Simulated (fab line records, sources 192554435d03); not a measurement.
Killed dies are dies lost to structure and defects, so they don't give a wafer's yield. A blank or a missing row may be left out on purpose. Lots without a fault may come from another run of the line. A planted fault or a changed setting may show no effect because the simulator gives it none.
Split-lot experiment | flow n5_finfet | 7 lots, 21 wafers read, on a route of 1938 steps

THE SPLIT
At N5_BEOL_M7_COAT_71 (time 60 s, resist thk 5 nm), the setting spin_rpm was moved away from the recipe's 1500 rpm on 8 of the 21 wafers read, by -5.5% to +8.1%. The other wafers ran this setting at the recipe's value.

FROM THE SPLIT TO THE READING: what the file shows between them, 3 steps
- N5_BEOL_M7_COAT_22: resist thk 30 nm
- N5_BEOL_M7_EBR_24
- N5_BEOL_M7_DESCUM_33: chemistry O2, time 7 s

THE READING
etch.depth_nm (the simulator's own value, which no gauge read), in nm, at N5_BEOL_M7_ETCH_72 (etches underlayer in N2/H2, target depth 6.5 nm, time 5.2 s). The file gives no usual value for it. The 13 wafers here that ran the recipe average 4.994 nm, standard deviation 0.017 nm.

wafer  | tool, chamber at the split | spin_rpm as run, rpm | against the recipe | etch.depth_nm, nm | against lot-mates on the recipe
L074.2 | litho_track-02, 0          | 1500                 | recipe             | 4.98              | -
L074.3 | litho_track-02, 0          | 1500                 | recipe             | 5                 | -
L074.5 | litho_track-02, 0          | 1500                 | recipe             | 4.993             | -
L080.2 | litho_track-02, 0          | 1621                 | +8.1%              | 4.799             | -0.199
L080.5 | litho_track-02, 0          | 1500                 | recipe             | 4.998             | -
L080.6 | litho_track-02, 0          | 1621                 | +8.1%              | 4.785             | -0.213
L082.1 | litho_track-02, 0          | 1500                 | recipe             | 4.994             | -
L082.2 | litho_track-02, 0          | 1500                 | recipe             | 4.996             | -
L082.5 | litho_track-02, 0          | 1500                 | recipe             | 4.985             | -
L084.1 | litho_track-04, 0          | 1500                 | recipe             | 4.989             | -
L084.2 | litho_track-04, 0          | 1569                 | +4.6%              | 4.859             | -0.130
L084.3 | litho_track-04, 0          | 1569                 | +4.6%              | 4.882             | -0.107
L087.1 | litho_track-04, 0          | 1614                 | +7.6%              | 4.829             | -0.179
L087.3 | litho_track-04, 0          | 1614                 | +7.6%              | 4.809             | -0.199
L087.6 | litho_track-04, 0          | 1500                 | recipe             | 5.008             | -
L089.1 | litho_track-01, 0          | 1500                 | recipe             | 5.032             | -
L089.4 | litho_track-01, 0          | 1418                 | -5.5%              | 5.158             | +0.136
L089.6 | litho_track-01, 0          | 1500                 | recipe             | 5.012             | -
L092.1 | litho_track-04, 0          | 1500                 | recipe             | 4.973             | -
L092.2 | litho_track-04, 0          | 1500                 | recipe             | 4.962             | -
L092.4 | litho_track-04, 0          | 1418                 | -5.5%              | 5.123             | +0.156

THE FIT
A straight line over all 21 wafers: etch.depth_nm changes by -0.025 nm for each +1% of spin_rpm; r = -0.99; the points scatter about the line by 0.017 nm.
The same after taking each lot's own level away (the mean of its wafers on the recipe; 21 wafers): -0.0256 nm for each +1%; r = -1.00; scatter 0.0086 nm.
On that fit, the largest move of spin_rpm shifts the reading by 0.21 nm.
The lots' own levels span 4.9675 to 5.0220 nm, that is 3.2 times the standard deviation above.
So the lot-to-lot level changes the slope little: the two slopes agree.
Check: with one of the wafers moved furthest among these (+8.1%) left out of the fit, the line predicts -0.207 nm for it against its lot-mates. It came out at -0.199 nm against them.

OTHER SPLITS ON THESE WAFERS
These wafers also went through other splits before the reading. Each is held against what the fit with the lots' levels taken away leaves over:
other split on the same wafers | wafers away from the commonest value | r with etch.depth_nm (lot level and that fit taken away)
N5_BEOL_M6_COAT_60 spin_rpm    | 4                                    | +0.20
N5_BEOL_M7_COAT_59 spin_rpm    | 7                                    | -0.24
N5_BEOL_M7_COAT_05 spin_rpm    | 7                                    | -0.03

THE FILE'S OWN FIT
etch.depth_nm changes by -0.0257 nm for each +1% of spin_rpm, r = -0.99.
